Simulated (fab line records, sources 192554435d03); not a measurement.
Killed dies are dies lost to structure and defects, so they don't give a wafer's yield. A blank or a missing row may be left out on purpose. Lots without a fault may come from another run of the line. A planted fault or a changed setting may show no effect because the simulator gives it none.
fab line records | flow n5_finfet
record lots=5 wafers=15 last_day=17
route steps=1938 shown BEOL_M4@1099 BEOL_M5@1112 BEOL_M7@1263 PASSIVATION@1936
lots that met no fault: from a run of the same line without faults
start_h: hours from the record's first day to the start of the lot's first wafer shown | wait_h: hours since the lot's step before | " the same as in the row above | L1.1+2: a row that stands for several wafers | - no value, or no start given | * or withheld: withheld | < > ~ a bound
route shown NAME@n: a module of which the file shows steps, and the number in the route of the first | usual: mean/standard deviation of fault-free wafers | same: alike in all rows | chamber/n: place in a boat | sites: the reading at each site | _std_site: their standard deviation | _edge_site: outer sites' mean less inner sites' | radius_mm: how far each site lies from the wafer's centre | mask NAME#n: copy n | behind: the tool/chamber that last shaped the wafer | hold: why the lot was held/for how many hours/how that ended | device: the transistor (n, p or np) that didn't switch | end of line: the same wafers' tests at the end of the route | a step without rows: its recipe alone | killed: dies lost to structure and defects at the first sort, not the wafer's yield | map: a wafer's dies, x killed, . not, _ none there
set.NAME: the setting as run; set.NAME@STEP: as run at that earlier step | model.NAME: the simulator's own value behind a step, which no gauge read
lots at some steps of the route; a table a step, a row a wafer
services: from which hour (start_h, from the record's first day; less than 0 if before it) a tool's chamber was out of use, for how many hours, and why
## steps
# step N5_BEOL_M4_ANNEAL_95
# recipe temp_c=400 time_s=240 ambient=vacuum
# step N5_BEOL_M4_SPUTTER_96
# recipe material=Cu target_thk_a=45 temp_c=-20 chamber_pressure_pa=0.07 power_w=withheld time_s=8.29
# step N5_BEOL_M4_ECD_50
# recipe material=Cu target_thk_a=3000
# step N5_BEOL_M4_ANNEAL_51
# recipe temp_c=225 time_s=90 ambient=N2
# step N5_BEOL_M4_CMP_52
# recipe stop_on=SiOC t_overpolish_s=6.8 down_force_psi=1 platen_rpm=50 clearing_platen_down_force_psi=1.5 clearing_platen_rpm=50 post_cmp_clean=cu_alkaline target_thk_nm=40 clearing_platen_pad_velocity_m_s=0.99484 pad_velocity_m_s=0.99484
# step N5_BEOL_M4_PRE_CLEAN_60
# recipe gas=NH3/H2 time_s=15 temp_c=* rf_power_w=300
# step N5_BEOL_M4_CO_CAP_55
# recipe material=Co target_thk_a=20 temp_c=200 precursor=CCTBA/H2 pressure_torr=30 time_s=102.1
# step N5_BEOL_M4_PRE_CLEAN_56
# recipe gas=NH3 time_s=15 temp_c=withheld rf_power_w=300
# step N5_BEOL_M4_DEP_57
# recipe material=SiCN target_thk_a=80 temp_c=withheld precursor=3MS/NH3 pressure_torr=3 rf_w=202 time_s=14
# step N5_BEOL_M4_RC_MEAS_101
# usual DIBL_N=35.9/1.3 DIBL_P=35.9/1.6 IOFF_N=0.156/0.022 IOFF_P=0.205/0.023 ION_N=675/9 ION_P=463/5.6 SS_N=71.4/0.57 SS_P=73.1/0.52 VT_N=249.7/2.8 VT_P=-250.2/2.5
# columns lot.wafer tool chamber start_h wait_h DIBL_N[mV/V] DIBL_P[mV/V] IOFF_N[nA/um] IOFF_P[nA/um] ION_N[uA/um] ION_P[uA/um] SS_N[mV/dec] SS_P[mV/dec] VT_N[mV] VT_P[mV]
L739.3 prober-02 0 233.28 0.3 36.6 35.9 0.159 0.220 682 467 71.4 72.7 248.3 -248.0
L739.4 " 0 " " 34.5 33.8 0.131 0.188 680 460 71.2 72.5 251.7 -251.3
L739.5 " 0 " " 37.5 37.5 0.188 0.251 693 467 71.5 73.6 245.9 -246.2
L740.4 prober-02 0 236.36 0.5 35.5 35.0 0.156 0.224 672 477 71.5 73.0 248.9 -246.1
L740.5 " 0 " " 35.9 35.3 0.160 0.226 675 469 72.8 72.4 250.4 -247.3
L740.6 " 0 " " 36.7 35.7 0.162 0.224 676 466 71.8 72.9 248.6 -246.2
L741.2 prober-02 0 256.28 0.2 35.5 35.1 0.161 0.198 677 462 71.2 73.3 246.3 -249.9
L741.3 " 0 " " 34.1 33.2 0.140 0.182 677 461 70.5 72.6 249.6 -252.2
L741.6 " 0 " " 35.0 33.8 0.152 0.180 669 455 70.8 72.4 249.4 -252.6
L748.2 prober-02 0 293.60 0.2 37.3 37.5 0.163 0.212 674 463 71.9 74.0 247.9 -250.3
L748.3 " 0 " " 35.7 34.9 0.136 0.186 664 460 71.4 72.8 254.4 -251.4
L748.6 " 0 " " 37.6 37.6 0.170 0.212 677 460 72.2 74.1 249.2 -249.7
L747.2 prober-01 0 302.94 0.2 34.1 35.3 0.140 0.187 669 453 71.1 72.6 250.7 -250.7
L747.3 " 0 " " 32.8 34.4 0.122 0.172 664 456 71.0 72.3 252.6 -252.9
L747.5 " 0 " " 34.4 35.5 0.141 0.191 665 456 71.6 73.1 251.8 -251.7
# step N5_BEOL_M5_ILD_DEP_00
# recipe material=SiCOH_lowk target_thk_a=1406.4 temp_c=300 precursor=DEMS/porogen pressure_torr=5 rf_w=500 time_s=25.9
# step N5_BEOL_M5_CURE_79
# recipe temp_c=385 time_s=240 ambient=He/Ar material=SiCOH_lowk
# step N5_BEOL_M5_PECVD_70
# recipe material=SiO2 target_thk_a=160 temp_c=400 precursor=TEOS/O2 pressure_torr=5.5 rf_w=450 teos_flow_sccm=53.8 gas=O2 flow_sccm=3000 time_s=18
# step N5_BEOL_M5_HM_DEP_02
# recipe material=TiN target_thk_a=200 temp_c=25 chamber_pressure_pa=0.49996
# step N5_BEOL_M5_COAT_59
# recipe resist=SOC temp_c=250 time_s=60 spin_rpm=1500 resist_thk_nm=60
# step N5_BEOL_M5_COAT_60
# recipe resist=SiARC temp_c=220 time_s=60 spin_rpm=1500 resist_thk_nm=12
# step N5_BEOL_M5_COAT_71
# recipe resist=underlayer temp_c=205 time_s=60 spin_rpm=1500 resist_thk_nm=5
# step N5_BEOL_M5_COAT_05
# recipe resist=CAR-EUV spin_rpm=1500 resist_thk_nm=30
# step N5_BEOL_M5_EBR_07
# recipe solvent=PGMEA ebr_width_mm=1.5
# step N5_BEOL_M5_SOFTBAKE_06
# recipe temp_c=110 time_s=60 resist=CAR-EUV
# step N5_BEOL_M5_EXPOSE_08
# recipe mask_id=M5 na=0.33 source_shape=annular sigma_inner=0.4 sigma_outer=0.8 polarization=unpolarized target_cd_nm=28 dose_mj=35.75
# step N5_BEOL_M5_PEB_09
# recipe peb_temp_c=100 peb_time_s=60 resist=CAR-EUV
# step N5_BEOL_M5_DEVELOP_10
# recipe develop_time_s=30 developer=TMAH resist=CAR-EUV rinse_liquid=surfactant_rinse dry=air_spin dev_temp_c=23
# step N5_BEOL_M5_DESCUM_16
# recipe chemistry=O2 time_s=7 source_power_w=50 bias_power_w=20 pressure_mtorr=20 rf_frequency_hz=2.712e+07 temp_c=40 resist=CAR-EUV o2_flow_sccm=225
# step N5_BEOL_M5_ETCH_72
# recipe chemistry=N2/H2 target=underlayer target_depth_a=65 mask_material=CAR-EUV time_s=5.2 ion_energy_ev=200 pressure_mtorr=30 source_w=840 bias_w=150 n2_flow_sccm=200 h2_flow_sccm=200 ends=cleared
# step N5_BEOL_M5_ETCH_61
# recipe chemistry=CF4 target=SiARC target_depth_a=156 mask_material=CAR-EUV time_s=26 ion_energy_ev=80 pressure_mtorr=40 source_w=545 bias_w=36 Ar_flow_sccm=100 cf4_flow_sccm=100 ends=cleared
# step N5_BEOL_M5_ETCH_62
# recipe chemistry=N2/H2 target=SOC target_depth_a=750 overetch_a=150 mask_material=SiARC temp_c=40 time_s=112.5 ion_energy_ev=200 pressure_mtorr=30 source_w=840 bias_w=150 n2_flow_sccm=200 h2_flow_sccm=200
# step N5_BEOL_M5_STRIP_63
# recipe chemistry=N2/H2 temp_c=40 n2_flow_sccm=200 h2_flow_sccm=200 rf_frequency_hz=6e+07
# step N5_BEOL_M5_STRIP_73
# recipe chemistry=N2/H2 temp_c=40 n2_flow_sccm=200 h2_flow_sccm=200 rf_frequency_hz=6e+07
# step N5_BEOL_M5_STRIP_64
# recipe chemistry=CF4 resist=SiARC power_w=300 bias_power_w=75 pressure_mtorr=50 cf4_flow_sccm=150 rf_frequency_hz=6e+07
# step N5_BEOL_M5_HM_OPEN_17
# recipe chemistry=Cl2/BCl3 target_depth_a=200 overetch_a=60 target=TiN mask_material=SOC ion_energy_ev=150 pressure_mtorr=10 icp_w=1000 bias_w=126 Cl2_flow_sccm=53.25 bcl3_flow_sccm=21.75 Ar_flow_sccm=25
# step N5_BEOL_M5_STRIP_19
# recipe chemistry=O2 power_w=400 temp_c=40 pressure_mtorr=30 rf_frequency_hz=6e+07 bias_power_w=0 overash_fraction=0.2 o2_flow_sccm=225
# step N5_BEOL_M5_COAT_65
# recipe resist=SOC temp_c=250 time_s=60 spin_rpm=1500 resist_thk_nm=60
# step N5_BEOL_M5_COAT_66
# recipe resist=SiARC temp_c=220 time_s=60 spin_rpm=1500 resist_thk_nm=12
# step N5_BEOL_M7_ILD_DEP_00
# recipe material=SiCOH_lowk target_thk_a=1797.5 temp_c=300 precursor=DEMS/porogen pressure_torr=5 rf_w=500 time_s=33.4
# usual chamber_pressure_Torr=4.999/0.01 heater_power_outer_w=130/23 heater_power_w=289/30 showerhead_plenum_p_Torr=5.737/0.014 throttle_valve_pct=14.1/0.93
# columns lot.wafer tool chamber start_h wait_h chamber_pressure_Torr heater_power_outer_w heater_power_w showerhead_plenum_p_Torr throttle_valve_pct
L739.3 pecvd-03 0 255.17 0.0 - - - - -
L739.4 " 1 " " - - - - -
L739.5 " 2 " " - - - - -
L740.4 pecvd-04 0 255.51 0.1 - - - - -
L740.5 " 1 " " - - - - -
L740.6 " 2 " " - - - - -
L741.2 pecvd-04 0 275.33 0.0 - - - - -
L741.3 " 2 " " - - - - -
L741.6 " 0 " " - - - - -
L748.2 pecvd-02 2 317.18 0.0 4.993 125 270 5.719 14.3
L748.3 " 1 " " 5.002 110 272 5.758 15.5
L748.6 " 2 " " 4.984 123 267 5.728 14.1
L747.2 pecvd-03 1 325.54 0.0 5.001 137 288 5.735 13.7
L747.3 " 0 " " 4.989 98 278 5.758 13.5
L747.5 " 0 " " 4.994 107 283 5.762 13.6
# step N5_BEOL_M7_OCD_MEAS_38
# usual trench_depth_nm=93.2/1.3
# columns lot.wafer tool chamber start_h wait_h trench_depth_nm
L740.4 ocd-01 - 259.62 - -
L740.5 " - " " -
L740.6 " - " " -
L739.3 ocd-01 - 260.27 - -
L739.4 " - " " -
L739.5 " - " " -
L741.2 ocd-02 - 279.23 - -
L741.3 " - " " -
L741.6 " - " " -
L748.2 ocd-01 - 323.26 - 94.6
L748.3 " - " " 93.8
L748.6 " - " " 94.8
L747.2 ocd-01 - 330.72 - 92.0
L747.3 " - " " 94.1
L747.5 " - " " 94.4
# step N5_PASSIVATION_PROBE_49
# usual defect_limited_yield=91.3/1.4 killed_at_M0_to_M3=35/11 killed_at_M4_up=14/5.4 killed_at_contacts=12/6.2 killed_at_front_end=38/11 killed_at_other=4.1/2.8 killed_dies=103/17 killed_on_rim=13/4 killed_open=66/13 killed_short=34/8.2 sort_bin_5_function=5.1/0.89 sort_bin_6_memory=3.3/0.72 sort_n_pass=1077/17 sort_yield_pct=91.3/1.4
# same gross_dies=1180 killed_at_back_side=0 sort_bin_4_leakage[%]=0 sort_bin_8_speed[%]=0
# columns lot.wafer tool chamber start_h wait_h defect_limited_yield[%] killed_at_M0_to_M3 killed_at_M4_up killed_at_contacts killed_at_front_end killed_at_other killed_dies killed_on_rim killed_open killed_short sort_bin_5_function[%] sort_bin_6_memory[%] sort_n_pass sort_yield_pct[%]
L739.3 prober-02 - 339.51 0.1 0 10 1162 4 4 0 1180 152 10 9 73.8 3.6 0 0
L739.4 prober-02 - 339.56 0.2 0 6 1158 0 13 3 1180 152 13 12 72.1 3.3 0 0
L739.5 prober-02 - 339.61 0.2 0 7 1159 3 9 2 1180 152 19 5 73.3 3.1 0 0
L740.4 prober-02 - 346.12 0.2 0 2 1162 3 11 2 1180 152 12 7 72.9 2.3 0 0
L740.5 prober-02 - 346.17 0.2 0 4 1162 1 13 0 1180 152 13 10 72.7 3.0 0 0
L740.6 prober-02 - 346.22 0.3 0 3 1166 0 10 1 1180 152 9 7 71.6 2.7 0 0
L741.2 prober-02 - 363.01 0.1 0 3 1165 1 9 2 1180 152 13 4 74.0 3.4 0 0
L741.3 prober-02 - 363.06 0.1 0 5 1159 1 13 2 1180 152 15 11 72.3 3.0 0 0
L741.6 prober-02 - 363.21 0.3 0 8 1162 2 6 2 1180 152 7 12 73.4 2.0 0 0
L748.2 prober-02 - 395.98 0.1 90.5 52 14 12 28 6 112 14 78 31 4.9 4.2 1068 90.5
L747.2 prober-01 - 410.47 0.1 92.1 42 10 14 25 2 93 16 47 45 5.0 2.5 1087 92.1
L747.3 prober-01 - 410.52 0.1 91.7 43 13 5 36 1 98 11 57 38 4.2 3.2 1082 91.7
L747.5 prober-01 - 410.62 0.2 91.5 45 5 2 48 0 100 21 65 33 5.2 2.9 1080 91.5
# killed by level:class
L739.3 BEOL_M7:lost_pattern=1156 BEOL_M7:area_dep=5 BEOL_M2:geometric_particle:open=4 FIN_SAQP:geometric_particle:short=2 MOL_CONTACT_COAG:geometric_particle:short=2 MOL_CONTACT_COAG:geometric_particle:open=2 BEOL_M0_SAQP:geometric_particle:open=2 BEOL_M0_SAQP:geometric_particle:short=2
L739.4 BEOL_M7:lost_pattern=1151 FIN_SAQP:geometric_particle:short=5 FIN_SAQP:geometric_particle:open=5 BEOL_M7:area_dep=4 BEOL_M1:geometric_particle:short=2 BEOL_M2:geometric_particle:open=2 BEOL_M4:geometric_particle:short=2 STARTING-WAFER:geometric_particle:open=1
L739.5 BEOL_M7:lost_pattern=1151 BEOL_M0_SAQP:geometric_particle:open=4 BEOL_M7:area_dep=4 BEOL_M4:geometric_particle:open=3 FIN_SAQP:geometric_particle:open=2 MOL_CONTACT_COAG:geometric_particle:short=2 ILD0:geometric_particle:open=2 BEOL_M1:geometric_particle:open=2
L740.4 BEOL_M7:lost_pattern=1154 BEOL_M7:area_dep=7 STI_FIN_REVEAL:geometric_particle:open=5 MOL_CONTACT_COAG:geometric_particle:open=2 FIN_SAQP:geometric_particle:short=1 MOL_CONTACT_COAG:geometric_particle:short=1 FIN_SAQP:geometric_particle:open=1 STI_FIN_REVEAL:geometric_particle:short=1
L740.5 BEOL_M7:lost_pattern=1150 BEOL_M7:area_dep=7 FIN_SAQP:geometric_particle:open=4 FIN_SAQP:geometric_particle:short=3 STI_FIN_REVEAL:geometric_particle:open=3 BEOL_M4:geometric_particle:short=2 ILD0:geometric_particle:short=1 GATE_CUT:geometric_particle:open=1
L740.6 BEOL_M7:lost_pattern=1157 BEOL_M7:area_dep=7 FIN_SAQP:geometric_particle:short=3 FIN_SAQP:geometric_particle:open=2 BEOL_M4:geometric_particle:short=2 STI_FIN_REVEAL:geometric_particle:short=1 STI_FIN_REVEAL:geometric_particle:open=1 DUMMY_GATE:geometric_particle:open=1
L741.2 BEOL_M7:lost_pattern=1160 BEOL_M7:area_dep=3 STI_FIN_REVEAL:geometric_particle:open=2 STARTING-WAFER:geometric_particle:short=2 FIN_SAQP:geometric_particle:open=1 SD_EPI_N:geometric_particle:open=1 ILD0:geometric_particle:open=1 GATE_CUT:geometric_particle:open=1
L741.3 BEOL_M7:lost_pattern=1148 BEOL_M7:area_dep=5 STI_FIN_REVEAL:geometric_particle:open=4 BEOL_M4:geometric_particle:open=4 FIN_SAQP:geometric_particle:short=3 DUMMY_GATE:geometric_particle:open=2 GATE_CUT:geometric_particle:short=2 BEOL_M1:geometric_particle:short=2
L741.6 BEOL_M7:lost_pattern=1151 BEOL_M7:area_dep=10 BEOL_M3:geometric_particle:open=2 MOL_CONTACT_COAG:geometric_particle:open=2 BEOL_M0_SAQP:geometric_particle:short=2 BEOL_M2:geometric_particle:short=2 FIN_SAQP:geometric_particle:short=1 FIN_CUT:geometric_particle:short=1
L748.2 BEOL_M0_SAQP:geometric_particle:open=14 BEOL_M0_SAQP:geometric_particle:short=11 MOL_CONTACT_COAG:geometric_particle:open=11 FIN_SAQP:geometric_particle:open=9 BEOL_M4:geometric_particle:open=9 BEOL_M1:geometric_particle:open=8 BEOL_M1:geometric_particle:short=5 FIN_SAQP:geometric_particle:short=4
L747.2 BEOL_M0_SAQP:geometric_particle:short=21 MOL_CONTACT_COAG:geometric_particle:open=12 BEOL_M0_SAQP:geometric_particle:open=6 BEOL_M2:geometric_particle:short=5 BEOL_M3:geometric_particle:open=4 DUMMY_GATE:geometric_particle:open=4 STARTING-WAFER:geometric_particle:open=4 STI_FIN_REVEAL:geometric_particle:open=3
L747.3 BEOL_M0_SAQP:geometric_particle:short=14 BEOL_M0_SAQP:geometric_particle:open=9 DUMMY_GATE:geometric_particle:open=8 STI_FIN_REVEAL:geometric_particle:open=7 FIN_SAQP:geometric_particle:short=5 BEOL_M2:geometric_particle:short=5 BEOL_M3:geometric_particle:open=5 BEOL_M4:geometric_particle:open=5
L747.5 BEOL_M0_SAQP:geometric_particle:open=17 GATE_CUT:geometric_particle:short=9 FIN_SAQP:geometric_particle:open=8 BEOL_M0_SAQP:geometric_particle:short=7 BEOL_M3:geometric_particle:open=7 BEOL_M1:geometric_particle:open=5 STARTING-WAFER:geometric_particle:open=5 STI_FIN_REVEAL:geometric_particle:open=4
# map L739.3 (x killed, . not)
_________________xxxxxxxxxxxx________________
______________xxxxxxxxxxxxxxxxxx_____________
___________xxxxxxxxxxxxxxxxxxxxxxxx__________
__________xxxxxxxxxxxxxxxxxxxxxxxxxx_________
________xxxxxxxxxxxxxxxxxxxxxxxxxxxxxx_______
_______xxxxxxxxxxxxxxxxxxxxxxxxxxxxxxxx______
______xxxxxxxxxxxxxxxxxxxxxxxxxxxxxxxxxx_____
_____xxxxxxxxxxxxxxxxxxxxxxxxxxxxxxxxxxxx____
____xxxxxxxxxxxxxxxxxxxxxxxxxxxxxxxxxxxxxx___
___xxxxxxxxxxxxxxxxxxxxxxxxxxxxxxxxxxxxxxxx__
___xxxxxxxxxxxxxxxxxxxxxxxxxxxxxxxxxxxxxxxx__
__xxxxxxxxxxxxxxxxxxxxxxxxxxxxxxxxxxxxxxxxxx_
__xxxxxxxxxxxxxxxxxxxxxxxxxxxxxxxxxxxxxxxxxx_
_xxxxxxxxxxxxxxxxxxxxxxxxxxxxxxxxxxxxxxxxxxxx
_xxxxxxxxxxxxxxxxxxxxxxxxxxxxxxxxxxxxxxxxxxxx
_xxxxxxxxxxxxxxxxxxxxxxxxxxxxxxxxxxxxxxxxxxxx
_xxxxxxxxxxxxxxxxxxxxxxxxxxxxxxxxxxxxxxxxxxxx
_xxxxxxxxxxxxxxxxxxxxxxxxxxxxxxxxxxxxxxxxxxxx
_xxxxxxxxxxxxxxxxxxxxxxxxxxxxxxxxxxxxxxxxxxxx
_xxxxxxxxxxxxxxxxxxxxxxxxxxxxxxxxxxxxxxxxxxxx
_xxxxxxxxxxxxxxxxxxxxxxxxxxxxxxxxxxxxxxxxxxxx
__xxxxxxxxxxxxxxxxxxxxxxxxxxxxxxxxxxxxxxxxxx_
__xxxxxxxxxxxxxxxxxxxxxxxxxxxxxxxxxxxxxxxxxx_
___xxxxxxxxxxxxxxxxxxxxxxxxxxxxxxxxxxxxxxxx__
___xxxxxxxxxxxxxxxxxxxxxxxxxxxxxxxxxxxxxxxx__
____xxxxxxxxxxxxxxxxxxxxxxxxxxxxxxxxxxxxxx___
_____xxxxxxxxxxxxxxxxxxxxxxxxxxxxxxxxxxxx____
______xxxxxxxxxxxxxxxxxxxxxxxxxxxxxxxxxx_____
_______xxxxxxxxxxxxxxxxxxxxxxxxxxxxxxxx______
________xxxxxxxxxxxxxxxxxxxxxxxxxxxxxx_______
__________xxxxxxxxxxxxxxxxxxxxxxxxxx_________
___________xxxxxxxxxxxxxxxxxxxxxxxx__________
______________xxxxxxxxxxxxxxxxxx_____________
_________________xxxxxxxxxxxx________________
# map L740.4 (x killed, . not)
_________________xxxxxxxxxxxx________________
______________xxxxxxxxxxxxxxxxxx_____________
___________xxxxxxxxxxxxxxxxxxxxxxxx__________
__________xxxxxxxxxxxxxxxxxxxxxxxxxx_________
________xxxxxxxxxxxxxxxxxxxxxxxxxxxxxx_______
_______xxxxxxxxxxxxxxxxxxxxxxxxxxxxxxxx______
______xxxxxxxxxxxxxxxxxxxxxxxxxxxxxxxxxx_____
_____xxxxxxxxxxxxxxxxxxxxxxxxxxxxxxxxxxxx____
____xxxxxxxxxxxxxxxxxxxxxxxxxxxxxxxxxxxxxx___
___xxxxxxxxxxxxxxxxxxxxxxxxxxxxxxxxxxxxxxxx__
___xxxxxxxxxxxxxxxxxxxxxxxxxxxxxxxxxxxxxxxx__
__xxxxxxxxxxxxxxxxxxxxxxxxxxxxxxxxxxxxxxxxxx_
__xxxxxxxxxxxxxxxxxxxxxxxxxxxxxxxxxxxxxxxxxx_
_xxxxxxxxxxxxxxxxxxxxxxxxxxxxxxxxxxxxxxxxxxxx
_xxxxxxxxxxxxxxxxxxxxxxxxxxxxxxxxxxxxxxxxxxxx
_xxxxxxxxxxxxxxxxxxxxxxxxxxxxxxxxxxxxxxxxxxxx
_xxxxxxxxxxxxxxxxxxxxxxxxxxxxxxxxxxxxxxxxxxxx
_xxxxxxxxxxxxxxxxxxxxxxxxxxxxxxxxxxxxxxxxxxxx
_xxxxxxxxxxxxxxxxxxxxxxxxxxxxxxxxxxxxxxxxxxxx
_xxxxxxxxxxxxxxxxxxxxxxxxxxxxxxxxxxxxxxxxxxxx
_xxxxxxxxxxxxxxxxxxxxxxxxxxxxxxxxxxxxxxxxxxxx
__xxxxxxxxxxxxxxxxxxxxxxxxxxxxxxxxxxxxxxxxxx_
__xxxxxxxxxxxxxxxxxxxxxxxxxxxxxxxxxxxxxxxxxx_
___xxxxxxxxxxxxxxxxxxxxxxxxxxxxxxxxxxxxxxxx__
___xxxxxxxxxxxxxxxxxxxxxxxxxxxxxxxxxxxxxxxx__
____xxxxxxxxxxxxxxxxxxxxxxxxxxxxxxxxxxxxxx___
_____xxxxxxxxxxxxxxxxxxxxxxxxxxxxxxxxxxxx____
______xxxxxxxxxxxxxxxxxxxxxxxxxxxxxxxxxx_____
_______xxxxxxxxxxxxxxxxxxxxxxxxxxxxxxxx______
________xxxxxxxxxxxxxxxxxxxxxxxxxxxxxx_______
__________xxxxxxxxxxxxxxxxxxxxxxxxxx_________
___________xxxxxxxxxxxxxxxxxxxxxxxx__________
______________xxxxxxxxxxxxxxxxxx_____________
_________________xxxxxxxxxxxx________________
## services
# columns tool chamber start_h hours kind
pecvd-04 - 249.40 0.3 repair
pecvd-03 1 266.26 5.0 scheduled_down
pecvd-04 0 267.41 5.0 scheduled_down
pecvd-02 - 274.24 0.2 repair
pecvd-02 - 274.66 5.5 pm
pecvd-04 - 292.55 1.2 repair
pecvd-03 - 294.43 10.2 repair
pecvd-03 1 305.58 - calibration
## key
first_sign step=N5_BEOL_M7_ILD_DEP_00 reading=tool_record direction=missing
effect step=N5_BEOL_M7_OCD_MEAS_38 reading=trench_depth_nm direction=missing
effect step=N5_PASSIVATION_PROBE_49 reading=killed_at_M4_up direction=up sigmas=99+ usual=14 struck=1162
met_at N5_BEOL_M7_ILD_DEP_00
struck_wafers L739.3,L739.4,L739.5,L740.4,L740.5,L740.6,L741.2,L741.3,L741.6
later_rows_left_out L739.3,L739.4,L739.5,L740.4,L740.5,L740.6,L741.2,L741.3,L741.6
fault kind=skipped_step_whole tool=pecvd-03,pecvd-04 chamber=- onset_h=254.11 steps=N5_BEOL_M7_ILD_DEP_00 scope=struck_lots_only
# later_rows_left_out: the simulator's readings of these wafers behind a module that went badly wrong aren't trusted and aren't shown, but for the sort
